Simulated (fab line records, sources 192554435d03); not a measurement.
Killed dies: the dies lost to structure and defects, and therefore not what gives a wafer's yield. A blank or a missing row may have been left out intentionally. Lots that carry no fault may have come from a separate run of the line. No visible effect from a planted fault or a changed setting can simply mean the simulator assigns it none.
Which of the tools did it? | flow n5Finfet | 9 lots, 25 wafers sampled, at 1 step of a route of 1938

== WHAT THE GAUGES SHOWED, per wafer ==
N5_BEOL_M2_OVL_MEAS_29.
lot  | measured     | on         | V1_OVL (nm)
L713 | day 7 00:08  | overlay-02 | -0.9 -0.2 -0.6
L716 | day 7 14:34  | overlay-02 | 0.0 0.0 -0.1
L720 | day 8 17:17  | overlay-02 | 0.2 -1.3 0.0
L724 | day 9 16:58  | overlay-01 | -1.5 -0.4 -0.8
L725 | day 9 22:38  | overlay-01 | -0.3 0.0 -1.2
L727 | day 10 11:39 | overlay-02 | 0.1 -0.3 -0.8
L729 | day 10 15:34 | overlay-02 | 0.3 -0.6
L731 | day 11 09:59 | overlay-01 | 0.0 0.1
L735 | day 12 07:40 | overlay-02 | -0.9 -0.2 -1.1

== WHICH TOOL RAN EACH LOT (tool, then ch and the chambers of the sampled wafers, then the start) ==
The record holds no process step before these readings.

== THE ANSWER, worked out from the rows above alone ==
Rule: usual is defined by the lots themselves. The widest of any qualifying gaps counts: lots, ordered by their means at a reading, are off when they make up no more than a third of the lots, leave a main group of 4 or more, and stand apart from it by 3 or more times the standard deviation of that group's means. A main group is skipped when, at the precision printed for the reading in the tables above, its means are all equal. A lot without any number at a reading at which 4 lots or more have one is off too. All remaining lots with rows at the step are treated as sound.
Nothing can be told from this: no lot is off at any reading shown.

== WHAT THE SIMULATOR HAD PUT IN ==
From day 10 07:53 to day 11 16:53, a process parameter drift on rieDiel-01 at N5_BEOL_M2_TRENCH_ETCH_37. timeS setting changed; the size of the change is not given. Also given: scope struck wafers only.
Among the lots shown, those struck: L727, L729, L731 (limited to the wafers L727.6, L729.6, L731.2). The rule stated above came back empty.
